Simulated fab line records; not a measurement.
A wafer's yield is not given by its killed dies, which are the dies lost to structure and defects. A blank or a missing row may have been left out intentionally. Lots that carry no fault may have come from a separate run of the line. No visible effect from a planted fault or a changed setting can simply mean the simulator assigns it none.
Code-filled problem report in 8D (eight disciplines) form	flow nand_harc	the parts of the form that need people (team, actions taken, sign-off) are left out

== 1. WHAT IS WRONG ==
At NHARC_END_SORT_01, killed_at_periphery averages 642.0 over 2 wafers from 2 lots, while fault-free wafers read 3.4, standard deviation 2.1. So: +99 or more standard deviations from the usual mean.
Seen first at day 23 07:00 on prober-02, wafer L511.4. The record holds 4 wafers of 2 lots with a number at this step. The rule behind "out" and "out of limits": a value lying over 4 standard deviations away from the usual mean. All remaining wafers that have a number are taken as sound.

== 2. WHAT IT IS, AND WHAT IT ISN'T ==
question	is	is not
which readings at this step	killed_at_periphery, killed_dies	killed_at_array, killed_at_other, killed_open, killed_short
which lots	L511, L514	-
which wafers of those lots	L511.4, L514.4	L511.5, L514.1
read on which gauges	prober-02	-
when	from day 23 07:00	up to then (0 sound wafers); but 2 sound wafers of L511, L514 came after

== 3. THE SUSPECTS, EACH WITH WHAT RULES IT OUT ==
Counting: if a tool at a process step up to the reading ran every lot that is out, it stays a suspect. Sound lots after the first of them don't rule it out here, since some wafers of a struck lot are sound.
- the gauge at NHARC_END_SORT_01: ruled out. All the wafers that are out were read on prober-02, but those of them that NHARC_P_CONTACT_ETCH_18 has rows for are out there too, on other tools.
- rtp_anneal-01 at NHARC_P_GATE_RTA_80 (time 30 s): kept. It ran every lot that is out, first L511 (day 9 17:17).
- rie_diel-06 at NHARC_P_CONTACT_ETCH_18 (etches the open film in C4F8/O2/Ar, target depth 481 nm, time 240.5 s): kept. It ran every lot that is out, first L511 (day 9 20:08). Its own readings are out on those wafers: run_length_s.
- Within rie_diel-06 at NHARC_P_CONTACT_ETCH_18: the wafers that are out ran in chambers 0, 2; their sound lot-mates ran in chamber 3.
The count leaves rie_diel-06 at NHARC_P_CONTACT_ETCH_18 and rtp_anneal-01 at NHARC_P_GATE_RTA_80.

== 4. THE CAUSE (what the simulator had put in) ==
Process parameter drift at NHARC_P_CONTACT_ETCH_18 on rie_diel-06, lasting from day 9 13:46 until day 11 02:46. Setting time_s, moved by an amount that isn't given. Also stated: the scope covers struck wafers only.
2 suspects survive the count, and this tool is in that group.

== 5. THE CHAIN OF EFFECTS, in route order ==
Rows list readings where the struck wafers' mean (over those with a number) sits beyond 3 standard deviations from the usual. Only readings whose record carries a usual standard deviation are examined. hours: median over the lots of the time between each lot's start at the first step of this table that gives one and its start at this step. sigmas: the change, counted in usual standard deviations.
hours	step	reading	usual	on struck wafers	change	sigmas
0	NHARC_P_CONTACT_ETCH_18	run_length_s	261.7 s	195.2	-66.4	-99 or more
323	NHARC_END_SORT_01	killed_at_periphery	3.4	642.0	+638.6	+99 or more
323	NHARC_END_SORT_01	killed_dies	31	677	+646	+54
Process steps it contains:
- NHARC_P_CONTACT_ETCH_18: etches the open film in C4F8/O2/Ar, target depth 481 nm, time 240.5 s.

== 6. HOW IT WOULD HAVE BEEN CAUGHT EARLIER ==
In this record the first reading out of limits at a measuring or inspecting step was taken at day 23 07:00, 329 hours after the fault began at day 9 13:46.
At NHARC_P_CONTACT_ETCH_18, the tool's own readings (run_length_s) were out on each struck wafer the step has a row for, so an alarm limit on them would have fired on the first such wafer.
By day 23 07:00 the whole set of lots that are out, 2 in number, had already begun NHARC_P_CONTACT_ETCH_18 on rie_diel-06. Tool hold at that time: it would have spared none of them.
